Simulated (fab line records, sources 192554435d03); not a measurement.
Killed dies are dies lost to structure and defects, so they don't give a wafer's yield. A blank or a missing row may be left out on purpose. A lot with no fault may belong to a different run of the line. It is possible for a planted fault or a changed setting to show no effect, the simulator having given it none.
fab line records	flow n5-finfet
record: lots: 6	wafers: 18	last-day: 18
route steps=1938 shown BEOL_M3@981 BEOL_M4@1021 PASSIVATION@1936
lots with no fault: from the same line, run without faults
start-h: hours from the record's opening day to when the first of the lot's shown wafers began	wait-h: hours since the lot's step before	" the same as in the row above	L1.1+2: a single row standing in for several wafers	- no value, or no start given	* or withheld: withheld	< > ~ a bound
route shown NAME@n: names a module that has steps shown in the file, with the first one's number in the route	usual: mean/standard deviation taken from wafers without a fault	same: alike in all rows	chamber/n: place in a boat	sites: per-site readings	_std_site: the values' standard deviation	_edge_site: mean of outer sites minus mean of inner sites	radius-mm: how far each site lies from the wafer's centre	mask NAME#n: copy n	behind: tool/chamber where the wafer was last shaped	hold: what put the lot on hold/how long, in hours/how the hold closed	device: the n, p or np transistor that did not switch	end of line: the tests these same wafers got at the end of their route	where a step has no rows: the recipe by itself	killed: dies lost to structure and defects at the first sort, not the wafer's yield	map: dies across one wafer; x = killed, . = not, _ = none there
set.NAME: the setting the step ran with; set.NAME@STEP: the setting that earlier step ran with	model.NAME: the simulator's own value behind a step, which no gauge read
certain route steps with their lots: each step a table, each wafer a row
services: when a tool's chamber went out of use (start-h, in hours from the record's first day, below 0 if earlier), for how many hours, and the reason
== steps ==
step: N5_BEOL_M3_ETCH_41
recipe: chemistry: CH3F/O2	target: SiCN	target-depth-a: 299	taper-deg: 2	time-s: 52.5	ion-energy-ev: 120	mask-material: TiN	pressure-mtorr: 30	source-w: 395	bias-w: 75	Ar_flow_sccm: 150	CH3F_flow_sccm: 30	O2_flow_sccm: 20
step: N5_BEOL_M3_STRIP_97
recipe: chemistry: N2/H2	time-s: 10	power-w: 450	temp-c: 40	pressure-mtorr: 20	rf-frequency-hz: 6e+07	bias-power-w: 7	n2-flow-sccm: 200	h2-flow-sccm: 200
step: N5_BEOL_M3_OCD_MEAS_38
usual: trench-depth-nm: 55.5/1.2
lot.wafer	tool	chamber	start-h	wait-h	trench-depth-nm
L607.1	ocd-01	-	149.29	-	55.5
L607.4	"	-	"	"	55.5
L607.6	"	-	"	"	55.4
L608.2	ocd-02	-	156.06	-	55.2
L608.3	"	-	"	"	57.9
L608.4	"	-	"	"	54.2
L613.1	ocd-01	-	196.23	-	56.2
L613.4	"	-	"	"	56.6
L613.5	"	-	"	"	56.5
L615.3	ocd-02	-	200.42	-	55.1
L615.4	"	-	"	"	54.6
L615.6	"	-	"	"	57.3
L623.2	ocd-02	-	262.10	-	55.7
L623.5	"	-	"	"	57.5
L623.6	"	-	"	"	54.9
L629.1	ocd-01	-	302.18	-	54.2
L629.4	"	-	"	"	53.8
L629.5	"	-	"	"	56.6
step: N5_BEOL_M3_HM_STRIP_39
recipe: chemistry: peroxide-tin-strip	material: TiN	target-depth-a: 250	temp-c: 50	time-s: 158
step: N5_BEOL_M3_SRD_40
recipe: time-s: 30	temp-c: 23	rinse-liquid: diw	dry: ipa-marangoni
step: N5_BEOL_M3_PRECLEAN_42
recipe: chemistry: residue-remover	time-s: 60	temp-c: 40
step: N5_BEOL_M3_SRD_43
recipe: time-s: 30	temp-c: 23	rinse-liquid: diw	dry: ipa-marangoni
step: N5_BEOL_M3_CD_MEAS_35
recipe: target-cd-nm: 18	target-cd-y-nm: 21	polarity: opening
usual: cd-nm: 17.9/0.3
lot.wafer	tool	chamber	start-h	wait-h	cd-nm
L607.1	cd-sem-03	-	149.54	0.0	18.1
L607.4	"	-	"	"	17.6
L607.6	"	-	"	"	17.9
L608.2	cd-sem-02	-	156.21	0.0	18.0
L608.3	"	-	"	"	18.6
L608.4	"	-	"	"	18.1
L613.1	cd-sem-02	-	196.38	0.0	17.5
L613.4	"	-	"	"	18.1
L613.5	"	-	"	"	17.7
L615.3	cd-sem-03	-	200.57	0.0	17.9
L615.4	"	-	"	"	18.0
L615.6	"	-	"	"	17.9
L623.2	cd-sem-02	-	262.26	0.0	18.6
L623.5	"	-	"	"	17.7
L623.6	"	-	"	"	17.9
L629.1	cd-sem-01	-	302.34	0.0	18.0
L629.4	"	-	"	"	18.1
L629.5	"	-	"	"	17.7
step: N5_BEOL_M3_DEGAS_44
recipe: ambient: vacuum	temp-c: 250	time-s: 60
step: N5_BEOL_M3_PRE_CLEAN_45
recipe: gas: H2/He	time-s: 30	temp-c: 250
step: N5_BEOL_M3_ALD_84
recipe: material: TaN	target-thk-a: *	temp-c: 275	ald-precursor-family: PDMAT	ald-co-reactant: NH3	pressure-torr: 3	carrier-flow-sccm: 1500	pulse-time-s: 2	purge-time-s: 3	co-reactant-purge-time-s: 2	co-reactant-pulse-time-s: 3	ald-cycles: 30	precursor-vessel-temp-c: 75	precursor-vessel-pressure-torr: 26.25	precursor-vessel-carrier-sccm: 1000
step: N5_BEOL_M3_SURFACE_TREAT_85
recipe: gas: Ar	time-s: *	ion-energy-ev: *	ion-current-ma-cm2: 0.5	pressure-mtorr: *	ar-flow-sccm: 30
step: N5_BEOL_M3_CVD_47
recipe: material: Co	target-thk-a: 30	temp-c: withheld	precursor: CCTBA/H2	pressure-torr: 30	time-s: 223.8
same: time-s: 223.8
lot.wafer	tool	chamber	start-h	wait-h	since-wet-clean-h
L607.1	cvd-co-02	2	150.33	0.0	451
L607.4	"	2	"	"	-
L607.6	"	1	"	"	-
L608.2	cvd-co-01	0	157.49	0.2	699
L608.3	"	2	"	"	239
L608.4	"	1	"	"	-
L613.1	cvd-co-02	0	197.45	0.2	957
L613.4	"	1	"	"	-
L613.5	"	1	"	"	-
L615.3	cvd-co-02	0	201.34	0.0	961
L615.4	"	2	"	"	-
L615.6	"	0	"	"	-
L623.2	cvd-co-02	1	262.96	0.0	126
L623.5	"	1	"	"	-
L623.6	"	0	"	"	-
L629.1	cvd-co-01	0	304.85	0.0	846
L629.4	"	0	"	"	-
L629.5	"	2	"	"	-
step: N5_BEOL_M3_SPUTTER_48
recipe: material: Cu	target-thk-a: 45	temp-c: -20	chamber-pressure-pa: 0.07	power-w: withheld	time-s: 8.29
step: N5_BEOL_M3_ANNEAL_49
recipe: temp-c: 400	time-s: 240	ambient: vacuum
usual: heater-power-w: 819/100
same: time-s: 240
lot.wafer	tool	chamber	start-h	wait-h	heater-power-w
L607.1	pvd-sputter-01	-	150.62	0.0	704
L607.4	"	-	"	"	900
L607.6	"	-	"	"	909
L608.2	pvd-sputter-03	-	159.42	0.0	798
L608.3	"	-	"	"	769
L608.4	"	-	"	"	719
L613.1	pvd-sputter-02	-	197.77	0.0	839
L613.4	"	-	"	"	868
L613.5	"	-	"	"	1026
L615.3	pvd-sputter-03	-	201.64	0.0	684
L615.4	"	-	"	"	778
L615.6	"	-	"	"	726
L623.2	pvd-sputter-02	-	263.27	0.0	1039
L623.5	"	-	"	"	757
L623.6	"	-	"	"	875
L629.1	pvd-sputter-03	-	305.09	0.0	765
L629.4	"	-	"	"	732
L629.5	"	-	"	"	697
step: N5_BEOL_M3_SPUTTER_79
recipe: material: Cu	target-thk-a: 45	temp-c: -20	chamber-pressure-pa: 0.07	power-w: withheld	time-s: 8.29
step: N5_BEOL_M3_ANNEAL_80
recipe: temp-c: 400	time-s: 240	ambient: vacuum
usual: heater-power-w: 819/100
same: time-s: 240
lot.wafer	tool	chamber	start-h	wait-h	heater-power-w
L607.1	pvd-sputter-01	-	150.84	0.0	719
L607.4	"	-	"	"	915
L607.6	"	-	"	"	916
L608.2	pvd-sputter-03	-	159.64	0.0	804
L608.3	"	-	"	"	765
L608.4	"	-	"	"	701
L613.1	pvd-sputter-02	-	197.99	0.0	810
L613.4	"	-	"	"	862
L613.5	"	-	"	"	1045
L615.3	pvd-sputter-03	-	201.86	0.0	716
L615.4	"	-	"	"	771
L615.6	"	-	"	"	710
L623.2	pvd-sputter-02	-	263.52	0.0	1040
L623.5	"	-	"	"	761
L623.6	"	-	"	"	884
L629.1	pvd-sputter-03	-	305.31	0.0	772
L629.4	"	-	"	"	715
L629.5	"	-	"	"	710
step: N5_BEOL_M3_SPUTTER_81
recipe: material: Cu	target-thk-a: 45	temp-c: -20	chamber-pressure-pa: 0.07	power-w: withheld	time-s: 8.29
step: N5_BEOL_M3_ANNEAL_82
recipe: temp-c: 400	time-s: 240	ambient: vacuum
step: N5_BEOL_M3_SPUTTER_86
recipe: material: Cu	target-thk-a: 45	temp-c: -20	chamber-pressure-pa: 0.07	power-w: withheld	time-s: 8.29
step: N5_BEOL_M3_ANNEAL_87
recipe: temp-c: 400	time-s: 240	ambient: vacuum
step: N5_BEOL_M3_SPUTTER_88
recipe: material: Cu	target-thk-a: 45	temp-c: -20	chamber-pressure-pa: 0.07	power-w: withheld	time-s: 8.29
step: N5_BEOL_M3_ANNEAL_89
recipe: temp-c: 400	time-s: 240	ambient: vacuum
usual: heater-power-w: 818/100
same: time-s: 240
lot.wafer	tool	chamber	start-h	wait-h	heater-power-w
L607.1	pvd-sputter-01	-	151.50	0.0	709
L607.4	"	-	"	"	895
L607.6	"	-	"	"	913
L608.2	pvd-sputter-03	-	160.30	0.0	792
L608.3	"	-	"	"	759
L608.4	"	-	"	"	726
L613.1	pvd-sputter-02	-	198.65	0.0	812
L613.4	"	-	"	"	874
L613.5	"	-	"	"	1031
L615.3	pvd-sputter-03	-	202.52	0.0	716
L615.4	"	-	"	"	782
L615.6	"	-	"	"	713
L623.2	pvd-sputter-02	-	264.26	0.0	1021
L623.5	"	-	"	"	762
L623.6	"	-	"	"	858
L629.1	pvd-sputter-03	-	305.97	0.0	788
L629.4	"	-	"	"	723
L629.5	"	-	"	"	688
step: N5_BEOL_M3_SPUTTER_90
recipe: material: Cu	target-thk-a: 45	temp-c: -20	chamber-pressure-pa: 0.07	power-w: withheld	time-s: 8.29
step: N5_BEOL_M3_ANNEAL_91
recipe: temp-c: 400	time-s: 240	ambient: vacuum
usual: heater-power-w: 818/100
same: time-s: 240
lot.wafer	tool	chamber	start-h	wait-h	heater-power-w
L607.1	pvd-sputter-01	-	151.72	0.0	721
L607.4	"	-	"	"	888
L607.6	"	-	"	"	881
L608.2	pvd-sputter-03	-	160.52	0.0	822
L608.3	"	-	"	"	781
L608.4	"	-	"	"	711
L613.1	pvd-sputter-02	-	198.87	0.0	817
L613.4	"	-	"	"	859
L613.5	"	-	"	"	1017
L615.3	pvd-sputter-03	-	202.74	0.0	695
L615.4	"	-	"	"	745
L615.6	"	-	"	"	716
L623.2	pvd-sputter-02	-	264.51	0.0	1038
L623.5	"	-	"	"	759
L623.6	"	-	"	"	883
L629.1	pvd-sputter-03	-	306.19	0.0	776
L629.4	"	-	"	"	727
L629.5	"	-	"	"	713
step: N5_BEOL_M3_SPUTTER_92
recipe: material: Cu	target-thk-a: 45	temp-c: -20	chamber-pressure-pa: 0.07	power-w: withheld	time-s: 8.29
step: N5_BEOL_M3_ANNEAL_93
recipe: temp-c: 400	time-s: 240	ambient: vacuum
usual: heater-power-w: 817/100
same: time-s: 240
lot.wafer	tool	chamber	start-h	wait-h	heater-power-w
L607.1	pvd-sputter-01	-	151.94	0.0	707
L607.4	"	-	"	"	883
L607.6	"	-	"	"	876
L608.2	pvd-sputter-03	-	160.74	0.0	792
L608.3	"	-	"	"	774
L608.4	"	-	"	"	735
L613.1	pvd-sputter-02	-	199.09	0.0	827
L613.4	"	-	"	"	874
L613.5	"	-	"	"	1027
L615.3	pvd-sputter-03	-	202.96	0.0	709
L615.4	"	-	"	"	777
L615.6	"	-	"	"	701
L623.2	pvd-sputter-02	-	264.76	0.0	1044
L623.5	"	-	"	"	758
L623.6	"	-	"	"	873
L629.1	pvd-sputter-03	-	306.41	0.0	773
L629.4	"	-	"	"	737
L629.5	"	-	"	"	702
step: N5_BEOL_M3_SPUTTER_94
recipe: material: Cu	target-thk-a: 45	temp-c: -20	chamber-pressure-pa: 0.07	power-w: withheld	time-s: 8.29
step: N5_BEOL_M3_ANNEAL_95
recipe: temp-c: 400	time-s: 240	ambient: vacuum
step: N5_BEOL_M3_SPUTTER_96
recipe: material: Cu	target-thk-a: 45	temp-c: -20	chamber-pressure-pa: 0.07	power-w: withheld	time-s: 8.29
step: N5_BEOL_M3_ECD_50
recipe: material: Cu	target-thk-a: 3000
step: N5_BEOL_M3_ANNEAL_51
recipe: temp-c: 225	time-s: 90	ambient: N2
step: N5_BEOL_M3_CMP_52
recipe: stop-on: SiOC	t-overpolish-s: 6.8	down-force-psi: 1	platen-rpm: 50	clearing-platen-down-force-psi: 1.5	clearing-platen-rpm: 50	post-cmp-clean: cu-alkaline	target-thk-nm: 40	clearing-platen-pad-velocity-m-s: 0.99484	pad-velocity-m-s: 0.99484
step: N5_BEOL_M3_THK_MEAS_53
recipe: thk-meas-gauge: xrf	reads: Cu_of_BEOL_M3_ECD_50
usual: M3_THK: 40.5/1.8
lot.wafer	tool	chamber	start-h	wait-h	M3_THK[nm]
L607.1	film-metro-01	-	153.38	-	37.5
L607.4	"	-	"	"	40.0
L607.6	"	-	"	"	40.7
L608.2	film-metro-02	-	161.89	-	39.9
L608.3	"	-	"	"	39.5
L608.4	"	-	"	"	41.1
L613.1	film-metro-02	-	200.48	-	39.4
L613.4	"	-	"	"	40.2
L613.5	"	-	"	"	42.5
L615.3	film-metro-02	-	204.33	-	40.8
L615.4	"	-	"	"	40.4
L615.6	"	-	"	"	41.8
L623.2	film-metro-01	-	265.97	-	40.8
L623.5	"	-	"	"	42.2
L623.6	"	-	"	"	41.1
L629.1	film-metro-01	-	307.56	-	40.3
L629.4	"	-	"	"	42.2
L629.5	"	-	"	"	39.6
step: N5_BEOL_M3_PRE_CLEAN_60
recipe: gas: NH3/H2	time-s: 15	temp-c: *	rf-power-w: 300
step: N5_BEOL_M3_CO_CAP_55
recipe: material: Co	target-thk-a: 20	temp-c: 200	precursor: CCTBA/H2	pressure-torr: 30	time-s: 102.1
step: N5_BEOL_M3_PRE_CLEAN_56
recipe: gas: NH3	time-s: 15	temp-c: withheld	rf-power-w: 300
step: N5_BEOL_M3_DEP_57
recipe: material: SiCN	target-thk-a: 80	temp-c: withheld	precursor: 3MS/NH3	pressure-torr: 3	rf-w: 202	time-s: 14
step: N5_BEOL_M3_RS_MEAS_58
recipe: thk-meas-gauge: four-point-probe	reads: Co_of_BEOL_M3_CO_CAP_55+Cu_of_BEOL_M3_ECD_50+Co_of_BEOL_M3_CVD_47+TaN_of_BEOL_M3_ALD_84
usual: M3_RS: 0.66/0.036
lot.wafer	tool	chamber	start-h	wait-h	M3_RS[ohm/sq]
L607.1	film-metro-02	-	153.75	0.0	0.72
L607.4	"	-	"	"	0.66
L607.6	"	-	"	"	0.65
L608.2	film-metro-01	-	162.16	0.1	0.67
L608.3	"	-	"	"	0.67
L608.4	"	-	"	"	0.65
L613.1	film-metro-01	-	200.74	0.0	0.68
L613.4	"	-	"	"	0.66
L613.5	"	-	"	"	0.62
L615.3	film-metro-02	-	204.59	0.1	0.66
L615.4	"	-	"	"	0.66
L615.6	"	-	"	"	0.64
L623.2	film-metro-01	-	266.23	0.1	0.65
L623.5	"	-	"	"	0.63
L623.6	"	-	"	"	0.65
L629.1	film-metro-01	-	307.85	0.0	0.66
L629.4	"	-	"	"	0.62
L629.5	"	-	"	"	0.67
step: N5_BEOL_M4_ILD_DEP_00
recipe: material: SiOC	target-thk-a: 790	temp-c: 350	precursor: DEMS/O2	pressure-torr: 5	rf-w: 500	time-s: 15.3
step: N5_BEOL_M4_THK_MEAS_01
recipe: reads: SiOC_of_BEOL_M4_ILD_DEP_00
usual: M4_ILD_THK: 78.7/1.1
lot.wafer	tool	chamber	start-h	wait-h	M4_ILD_THK[nm]
L607.1	film-metro-01	-	153.88	0.0	78.0
L607.4	"	-	"	"	78.8
L607.6	"	-	"	"	79.5
L608.2	film-metro-02	-	162.29	0.1	79.0
L608.3	"	-	"	"	78.2
L608.4	"	-	"	"	79.4
L613.1	film-metro-02	-	200.87	0.0	77.7
L613.4	"	-	"	"	79.8
L613.5	"	-	"	"	78.7
L615.3	film-metro-02	-	204.72	0.1	76.7
L615.4	"	-	"	"	79.4
L615.6	"	-	"	"	79.2
L623.2	film-metro-02	-	266.36	0.1	78.1
L623.5	"	-	"	"	80.8
L623.6	"	-	"	"	79.3
L629.1	film-metro-01	-	307.99	0.1	77.3
L629.4	"	-	"	"	78.9
L629.5	"	-	"	"	79.2
step: N5_PASSIVATION_PROBE_49
usual: defect-limited-yield: 91.4/1.3	killed_at_M0_to_M3: 34/10	killed_at_M4_up: 14/5.6	killed-at-contacts: 13/5.9	killed-at-front-end: 37/9.9	killed-at-other: 3.5/2.8	killed-dies: 101/15	killed-open: 67/12	killed-short: 32/6.6	sort_bin_5_function: 5.0/0.81	sort_bin_6_memory: 3.2/0.66	sort-n-pass: 1079/15	sort-yield-pct: 91.4/1.3
same: gross-dies: 1180	killed-at-back-side: 0	sort_bin_4_leakage[%]: 0	sort_bin_8_speed[%]: 0
lot.wafer	tool	chamber	start-h	wait-h	defect-limited-yield[%]	killed_at_M0_to_M3	killed_at_M4_up	killed-at-contacts	killed-at-front-end	killed-at-other	killed-dies	killed-open	killed-short	sort_bin_5_function[%]	sort_bin_6_memory[%]	sort-n-pass	sort-yield-pct[%]
L608.2	prober-02	-	289.93	0.1	90.3	36	13	25	30	10	114	87	26	5.2	4.2	1066	90.3
L608.3	prober-02	-	289.98	0.1	91.9	31	5	15	42	2	95	56	37	4.8	3.1	1085	91.9
L608.4	prober-02	-	290.03	0.2	92.5	27	12	9	29	11	88	57	31	4.2	2.8	1092	92.5
L613.1	prober-02	-	323.79	0.0	80.2	166	17	13	34	4	234	69	28	11.9	4.3	946	80.2
L613.4	prober-02	-	323.94	0.2	79.1	163	14	13	49	8	247	75	33	12.8	4.7	933	79.1
L613.5	prober-02	-	323.99	0.2	81.7	168	10	8	24	6	216	45	33	10.2	4.4	964	81.7
L615.3	prober-01	-	328.71	0.1	81.9	161	12	6	32	3	214	51	17	11.2	4.5	966	81.9
L615.4	prober-01	-	328.76	0.2	83.0	168	9	0	24	0	201	36	19	10.4	3.0	979	83.0
L615.6	prober-01	-	328.86	0.3	82.8	160	10	3	29	1	203	44	30	10.8	3.1	977	82.8
L623.2	prober-01	-	376.62	0.1	91.9	36	8	14	35	3	96	55	41	5.0	2.5	1084	91.9
L623.5	prober-01	-	376.77	0.2	93.1	21	13	7	37	3	81	51	30	3.6	3.0	1099	93.1
L623.6	prober-01	-	376.82	0.3	91.9	32	6	15	37	5	95	64	30	4.7	3.3	1085	91.9
L629.1	prober-02	-	423.56	0.0	89.0	40	28	17	45	0	130	88	42	6.8	4.1	1050	89.0
L629.4	prober-02	-	423.71	0.2	90.3	40	17	22	34	2	115	77	37	5.4	4.0	1065	90.3
L629.5	prober-02	-	423.76	0.2	90.7	50	8	14	38	0	110	73	37	5.0	4.0	1070	90.7
killed by level:class
L608.2 MOL_CONTACT_COAG:geometric-particle:open=21 BEOL_M1:geometric-particle:open=14 BEOL_M0_SAQP:geometric-particle:open=8 STI_FIN_REVEAL:geometric-particle:open=6 DUMMY_GATE:geometric-particle:open=6 FIN_SAQP:geometric-particle:short=5 GATE_CUT:geometric-particle:short=5 BEOL_M0_SAQP:geometric-particle:short=5
L608.3 FIN_SAQP:geometric-particle:short=14 FIN_SAQP:geometric-particle:open=10 MOL_CONTACT_COAG:geometric-particle:open=9 BEOL_M1:geometric-particle:open=9 BEOL_M0_SAQP:geometric-particle:short=7 GATE_CUT:geometric-particle:open=6 GATE_CUT:geometric-particle:short=6 MOL_CONTACT_COAG:geometric-particle:short=6
L608.4 FIN_SAQP:geometric-particle:short=8 BEOL_M1:geometric-particle:open=8 DUMMY_GATE:geometric-particle:open=6 MOL_CONTACT_COAG:geometric-particle:open=6 BEOL_M2:geometric-particle:open=6 BEOL_M4:geometric-particle:open=5 BEOL_M0_SAQP:geometric-particle:open=4 FIN_SAQP:geometric-particle:open=3
L613.1 BEOL_M3:unspecified=135 MOL_CONTACT_COAG:geometric-particle:open=12 STI_FIN_REVEAL:geometric-particle:open=11 BEOL_M0_SAQP:geometric-particle:short=8 BEOL_M4:geometric-particle:open=8 BEOL_M2:geometric-particle:open=7 GATE_CUT:geometric-particle:short=5 GATE_CUT:geometric-particle:open=4
L613.4 BEOL_M3:unspecified=135 STI_FIN_REVEAL:geometric-particle:open=14 MOL_CONTACT_COAG:geometric-particle:open=13 FIN_SAQP:geometric-particle:short=12 BEOL_M2:geometric-particle:open=12 BEOL_M1:geometric-particle:open=5 FIN_SAQP:geometric-particle:open=4 BEOL_M0_SAQP:geometric-particle:short=4
L613.5 BEOL_M3:unspecified=138 MOL_CONTACT_COAG:geometric-particle:open=8 BEOL_M0_SAQP:geometric-particle:open=6 FIN_SAQP:geometric-particle:open=5 FIN_SAQP:geometric-particle:short=5 BEOL_M2:geometric-particle:open=5 BEOL_M0_SAQP:geometric-particle:short=5 BEOL_M3:geometric-particle:open=5
L615.3 BEOL_M3:unspecified=146 FIN_SAQP:geometric-particle:open=14 FIN_SAQP:geometric-particle:short=8 BEOL_M4:geometric-particle:open=7 DUMMY_GATE:geometric-particle:open=6 MOL_CONTACT_COAG:geometric-particle:open=5 BEOL_M0_SAQP:geometric-particle:open=5 BEOL_M3:geometric-particle:open=4
L615.4 BEOL_M3:unspecified=146 FIN_SAQP:geometric-particle:open=7 BEOL_M3:geometric-particle:open=6 BEOL_M0_SAQP:geometric-particle:short=6 FIN_SAQP:geometric-particle:short=5 DUMMY_GATE:geometric-particle:open=5 BEOL_M0_SAQP:geometric-particle:open=3 BEOL_M1:geometric-particle:open=3
L615.6 BEOL_M3:unspecified=129 BEOL_M2:geometric-particle:open=10 FIN_SAQP:geometric-particle:open=8 FIN_SAQP:geometric-particle:short=7 BEOL_M0_SAQP:geometric-particle:short=5 BEOL_M1:geometric-particle:open=5 DUMMY_GATE:geometric-particle:open=3 ILD0:geometric-particle:short=3
L623.2 BEOL_M0_SAQP:geometric-particle:short=12 MOL_CONTACT_COAG:geometric-particle:open=10 FIN_SAQP:geometric-particle:short=8 GATE_CUT:geometric-particle:short=6 BEOL_M2:geometric-particle:open=6 BEOL_M0_SAQP:geometric-particle:open=5 BEOL_M1:geometric-particle:open=5 FIN_SAQP:geometric-particle:open=4
L623.5 GATE_CUT:geometric-particle:short=10 BEOL_M2:geometric-particle:open=7 GATE_CUT:geometric-particle:open=6 MOL_CONTACT_COAG:geometric-particle:open=6 FIN_SAQP:geometric-particle:open=5 STI_FIN_REVEAL:geometric-particle:open=4 BEOL_M0_SAQP:geometric-particle:short=4 BEOL_M7:geometric-particle:open=4
L623.6 BEOL_M2:geometric-particle:open=14 MOL_CONTACT_COAG:geometric-particle:open=13 FIN_SAQP:geometric-particle:open=7 GATE_CUT:geometric-particle:short=6 BEOL_M0_SAQP:geometric-particle:open=6 STI_FIN_REVEAL:geometric-particle:open=5 GATE_CUT:geometric-particle:open=3 BEOL_M0:geometric-particle:open=3
L629.1 FIN_SAQP:geometric-particle:open=13 MOL_CONTACT_COAG:geometric-particle:open=11 BEOL_M4:geometric-particle:open=11 BEOL_M3:geometric-particle:open=10 DUMMY_GATE:geometric-particle:open=8 FIN_SAQP:geometric-particle:short=7 BEOL_M0_SAQP:geometric-particle:open=7 BEOL_M1:geometric-particle:open=7
L629.4 MOL_CONTACT_COAG:geometric-particle:open=19 FIN_SAQP:geometric-particle:open=11 BEOL_M2:geometric-particle:open=9 BEOL_M0_SAQP:geometric-particle:short=7 BEOL_M4:geometric-particle:open=7 GATE_CUT:geometric-particle:short=6 BEOL_M0_SAQP:geometric-particle:open=6 BEOL_M1:geometric-particle:open=6
L629.5 BEOL_M1:geometric-particle:open=12 BEOL_M0_SAQP:geometric-particle:short=10 FIN_SAQP:geometric-particle:open=9 BEOL_M3:geometric-particle:open=9 MOL_CONTACT_COAG:geometric-particle:open=8 BEOL_M2:geometric-particle:open=8 FIN_SAQP:geometric-particle:short=7 BEOL_M0_SAQP:geometric-particle:open=7
map L613.4 (x killed, . not)
_________________........x..x________________
______________.................._____________
___________..x................x....__________
__________............x............x_________
________.xx...............x.....x....._______
_______..x..............x.x....x.......______
______x....x..........x..x.............._____
_____..x.x...x...........x........x.x..x.____
____.....x....x....x......x.....x....x...x___
___.............x..........................__
___......x.x..x..x.xx.xx...............x.x.__
__.........xxxxxxxxx.........xx..x.........._
__.......x..xx.xxxxxxxxxx...x...x...x..x...._
_x.........xxxxxxxxxxxxx...........x..x......
_......x.x.xxxxxxxxxxxx..x...................
_........xx.xxxxxxxxxxxxxx..x................
_..x...x....xxxxxxxxxxxxx....x...............
_x.x..x..xxxxxxxxxxxxxxx.x..x..........x.....
_.....x...x.xxxxxxxxxxxx.....................
_.....x...xxxxxxxxxxxxxxx....................
_x.......x...x.xxxxxxxx......xxx............x
__.........x...xxxxx..................x....._
__.............x.....x....................x._
___.x......x..x................xx.x...x....__
___............x.........x........xx.......__
____.x............xx..............x.x.....___
_____...........x..............x....x....____
______.........x..x...............x...x._____
_______.................x..........x...______
________.x.......x...x..x............._______
__________...................x......_________
___________....x...........x.......__________
______________.x.........x......_____________
_________________....x.......________________
map L615.3 (x killed, . not)
_________________...xx..x..x.________________
______________...x.............._____________
___________..x......x..............__________
__________........x.x..............._________
________..........x..xxxxx.x.........._______
_______.........x.x.xx.xxxxxx..........______
______.........xx.x.xxxxxxxxxx.........._____
_____............xxxxxxxxxxxxx...........____
____......x.....xxxxxxxxxxxx.xx..x........___
___............xxxxxxxxxxxxxxxx...xx.......__
___.....xx......xxxxxxxxxxxxxxx............__
__...........xxxxxxxxxxxxxxxxxx............._
__.............x..xxxxxxxxxxx..............._
_.............x.xxxxxxxxxxxxxx..........x....
_..................xxx.xxxx.x.xx.............
_x.................xxxxx...x....x....x..x....
_.x.............x....x.x.........x...........
_...........x............x...................
_............xx.........x.x..................
_x.........x..x......x.x...................xx
_..x......xx..............x.................x
__.................x........................_
__..............................x.......x.x._
___........................x...............__
___............x............x..........x...__
____........x.x.......................x...___
_____.........................x..........____
______.................................._____
_______.........x......................______
________..........x......x............_______
__________.x.x........x............._________
___________...x............x....x..__________
______________..........x......._____________
_________________............________________
== services ==
tool	chamber	start-h	hours	kind
cvd-co-01	-	150.27	6.0	pm
pvd-sputter-02	-	157.68	14.3	repair
cvd-co-02	2	170.31	5.1	repair
cvd-co-02	2	189.78	8.0	repair
pvd-sputter-02	-	207.32	1.6	repair
cvd-co-01	-	208.98	14.6	pm
== key ==
first-sign: step: N5_PASSIVATION_PROBE_49	reading: killed_at_M0_to_M3	direction: up	sigmas: 12	usual: 34	struck: 164
effect: step: N5_PASSIVATION_PROBE_49	reading: killed-dies	direction: up	sigmas: 7.8	usual: 101	struck: 219
more-kills-born-at: N5_BEOL_M3_CVD_47@cvd-co-02: 829
met-at N5_BEOL_M3_CVD_47
struck-wafers L613.1,L613.4,L613.5,L615.3,L615.4,L615.6
onset-between 150.33 197.45
fault: kind: chamber-particle-source	tool: cvd-co-02	chamber: -	onset-h: 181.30	steps: N5_BEOL_M3_CVD_47	rate-per-visit-cm2: 1.2965	end-h: 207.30
